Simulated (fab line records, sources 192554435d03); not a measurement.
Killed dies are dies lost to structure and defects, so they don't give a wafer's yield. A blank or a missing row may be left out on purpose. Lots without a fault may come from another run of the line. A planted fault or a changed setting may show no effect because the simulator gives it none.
Chamber matching | flow n5_finfet | N5_BEOL_M0_CUTY_ETCH_62 on rie_diel-06: 4 sister chambers
The step etches SiARC in CF4, time 58.5 s. 8 wafers are shown with their chamber, then 7 later ones without.

WAFERS WITH THEIR CHAMBER
wafer  | chamber | showerhead_plenum_p_Torr (Torr) | drypump_motor_current_A (A)
L074.2 | 3       | 2.10                            | 6.7
L077.3 | 0       | 2.11                            | 5.1
L079.1 | 1       | 2.08                            | 4.8
L085.1 | 1       | 2.08                            | 4.9
L085.2 | 0       | 2.10                            | 5.2
L085.3 | 2       | 2.04                            | 5.4
L085.4 | 3       | 2.10                            | 6.7
L085.5 | 2       | 2.04                            | 5.4

WAFERS WITHOUT THEIR CHAMBER
wafer  | showerhead_plenum_p_Torr (Torr) | drypump_motor_current_A (A)
L085.6 | 2.10                            | 6.7
L086.1 | 2.07                            | 4.8
L086.3 | 2.04                            | 5.4
L086.4 | 2.10                            | 6.6
L094.3 | 2.03                            | 5.4
L094.4 | 2.09                            | 6.7
L094.6 | 2.03                            | 5.4

WHICH CHAMBER EACH WENT THROUGH
wafer  | from the rows above | in truth
L085.6 | 3                   | 3
L086.1 | 1                   | 1
L086.3 | 2                   | 2
L086.4 | 3                   | 3
L094.3 | 2                   | 2
L094.4 | 3                   | 3
L094.6 | 2                   | 2
Placed correctly: 7 of 7. Can't be placed from these rows: 0. Placed wrongly: 0.
How it was worked out, from the rows above alone: a wafer's distance from a chamber is the root of the sum, over the readings, of the square of ((its reading less the chamber's mean) divided by the reading's scatter). The wafer belongs to the nearest chamber; if the next one is less than 2 further off, it can't be placed. A chamber's mean is the mean of its shown wafers. The scatter: the root of (the sum of the squares of (reading less its chamber's mean) over the shown wafers, divided by (wafers less chambers)).
